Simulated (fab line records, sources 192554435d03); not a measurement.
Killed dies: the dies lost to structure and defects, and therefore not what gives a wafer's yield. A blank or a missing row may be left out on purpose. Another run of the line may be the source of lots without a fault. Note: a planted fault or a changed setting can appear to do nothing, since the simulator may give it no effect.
Which tool is to blame? | flow n5 finfet | 11 lots with 33 wafers sampled at 3 steps, on a route of 1938 steps

== WHAT THE GAUGES SHOWED, per wafer ==
N5_BEOL_M9_THK_MEAS_53: measures by xrf.
lot  | measured     | on            | M9_THK (nm)
L545 | day 12 13:56 | film metro-01 | 138.9 139.1 136.8
L546 | day 12 21:16 | film metro-01 | 143.0 143.7 145.1
L544 | day 12 21:43 | film metro-02 | 143.1 140.5 145.6
L548 | day 13 17:53 | film metro-01 | 141.8 138.3 138.8
L551 | day 13 22:37 | film metro-01 | 141.9 139.5 143.1
L552 | day 14 00:52 | film metro-01 | 141.1 137.9 138.4
L560 | day 16 13:38 | film metro-01 | 139.1 139.0 140.9
L559 | day 16 22:50 | film metro-01 | 140.2 138.1 140.6
L564 | day 17 16:48 | film metro-01 | 139.3 139.0 141.9
L565 | day 18 08:17 | film metro-02 | 141.5 139.8 141.8
L562 | day 18 13:09 | film metro-02 | 138.1 142.7 142.1

N5_BEOL_M9_INSPECT_58: inspects for defects (darkfield).
lot  | measured     | on                | raw defect count
L545 | day 12 14:06 | defect inspect-01 | 101 61 64
L546 | day 12 21:26 | defect inspect-01 | 69 102 76
L544 | day 12 21:53 | defect inspect-01 | 57 64 41
L548 | day 13 18:03 | defect inspect-02 | 70 54 86
L551 | day 13 22:47 | defect inspect-01 | 118 64 64
L552 | day 14 01:04 | defect inspect-02 | 55 71 91
L560 | day 16 13:47 | defect inspect-01 | 112 103 110
L559 | day 16 23:00 | defect inspect-01 | 44 49 89
L564 | day 17 16:58 | defect inspect-02 | 50 69 62
L565 | day 18 08:27 | defect inspect-01 | 46 41 57
L562 | day 18 13:19 | defect inspect-02 | 44 47 43

== EACH LOT AND THE TOOL THAT RAN IT (in order: tool; ch and the chambers of the sampled wafers; start) ==
lot  | N5_BEOL_M9_PRE_CLEAN_45
L545 | pvd sputter-01, day 12 12:06
L546 | pvd sputter-03, day 12 18:47
L544 | pvd sputter-03, day 12 19:43
L548 | pvd sputter-02, day 13 15:29
L551 | pvd sputter-03, day 13 20:51
L552 | pvd sputter-02, day 13 23:29
L560 | pvd sputter-01, day 16 12:05
L559 | pvd sputter-02, day 16 19:53
L564 | pvd sputter-02, day 17 15:24
L565 | pvd sputter-01, day 18 05:59
L562 | pvd sputter-01, day 18 11:11
- N5_BEOL_M9_PRE_CLEAN_45: time 30 s.

== WHAT THE TOOLS THEMSELVES READ (means of the sampled wafers that have a number; where no wafer has one, the mark that the record gives instead) ==
N5_BEOL_M9_PRE_CLEAN_45.
lot  | tool           | heater power w (W)
L545 | pvd sputter-01 | 372
L546 | pvd sputter-03 | 293
L544 | pvd sputter-03 | 309
L548 | pvd sputter-02 | 339
L551 | pvd sputter-03 | 300
L552 | pvd sputter-02 | 352
L560 | pvd sputter-01 | 394
L559 | pvd sputter-02 | 351
L564 | pvd sputter-02 | 374
L565 | pvd sputter-01 | 368
L562 | pvd sputter-01 | 362

== THE ANSWER, worked out from the rows above alone ==
Rule: usual is defined by the lots themselves. Put in order of their means at a reading, lots are off if they are a third of the lots or fewer, leave a main group of 4 or more, and stand apart from it by a gap of 3 or more times the standard deviation of the main group's means; of several such gaps the widest counts. A main group is skipped when, at the precision printed for the reading in the tables above, its means are all equal. Also off: a lot with no number at a reading for which 4 or more lots have one. Where the step has rows for the other lots, those lots are counted as sound. Order of review: gauges by route order, followed by the tools' own readings, for which a lot's mean as printed above is used. The first step at which some lot is off is used, and at that step the reading that is off furthest; a lot without a number counts as furthest.
No lot is off at any reading shown: from this, nothing can be told.

== WHAT THE SIMULATOR PUT IN ==
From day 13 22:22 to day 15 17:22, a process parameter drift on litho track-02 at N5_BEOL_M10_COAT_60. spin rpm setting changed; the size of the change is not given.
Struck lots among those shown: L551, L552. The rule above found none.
